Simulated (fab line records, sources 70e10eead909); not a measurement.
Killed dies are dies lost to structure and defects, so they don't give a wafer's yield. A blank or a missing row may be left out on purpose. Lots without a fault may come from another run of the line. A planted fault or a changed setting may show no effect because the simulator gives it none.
Chamber matching | flow nand_harc | NHARC_A_BONDPAD_DEP_00 on pecvd-02: 3 sister chambers
The step deposits SiCN, target thk 250 nm. 14 wafers are shown with their chamber, then 7 later ones without.

WAFERS WITH THEIR CHAMBER
wafer  | chamber | heater_power_w (W) | chamber_pressure_Torr (Torr)
L074.2 | 2       | 518                | 3.004
L074.4 | 2       | 536                | 2.998
L074.5 | 1       | 556                | 2.999
L079.1 | 1       | 532                | 3.003
L079.3 | 0       | 554                | 2.985
L079.4 | 0       | 543                | 3.006
L082.3 | 2       | 447                | 3.015
L082.4 | 2       | 469                | 2.988
L082.6 | 1       | 468                | 2.998
L085.1 | 2       | 525                | 2.992
L085.4 | 1       | 451                | 2.990
L085.6 | 2       | 515                | 3.000
L091.2 | 0       | 575                | 2.989
L091.5 | 0       | 570                | 3.002

SIGNATURES (means of the wafers above)
reading               | chamber 0 | chamber 1 | chamber 2 | scatter within a chamber
heater_power_w        | 560.50    | 501.75    | 501.67    | 36.2
chamber_pressure_Torr | 2.99550   | 2.99750   | 2.99950   | 0.00877
Rule: a wafer's distance from a chamber is the root of the sum, over the readings, of the square of ((its reading less the chamber's mean) divided by the reading's scatter). The wafer belongs to the nearest chamber; if the next one is less than 2 further off, it can't be placed. The scatter: the root of (the sum of the squares of (reading less its chamber's mean) over the shown wafers, divided by (wafers less chambers)).

WAFERS WITHOUT THEIR CHAMBER
wafer  | heater_power_w (W) | chamber_pressure_Torr (Torr)
L091.6 | 491                | 3.010
L096.1 | 511                | 2.992
L096.2 | 490                | 3.004
L096.4 | 606                | 2.991
L094.1 | 617                | 3.008
L094.3 | 522                | 2.995
L094.5 | 636                | 3.007

WHICH CHAMBER EACH WENT THROUGH
wafer  | from the rows above          | in truth
L091.6 | can't be placed: 2 or 1 or 0 | 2
L096.1 | can't be placed: 1 or 2 or 0 | 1
L096.2 | can't be placed: 2 or 1 or 0 | 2
L096.4 | can't be placed: 0 or 1 or 2 | 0
L094.1 | can't be placed: 0 or 2 or 1 | 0
L094.3 | can't be placed: 1 or 2 or 0 | 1
L094.5 | can't be placed: 0 or 2 or 1 | 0
Placed correctly: 0 of 7. Can't be placed from these rows: 7 (the true chamber is among the candidates in 7). Placed wrongly: 0.
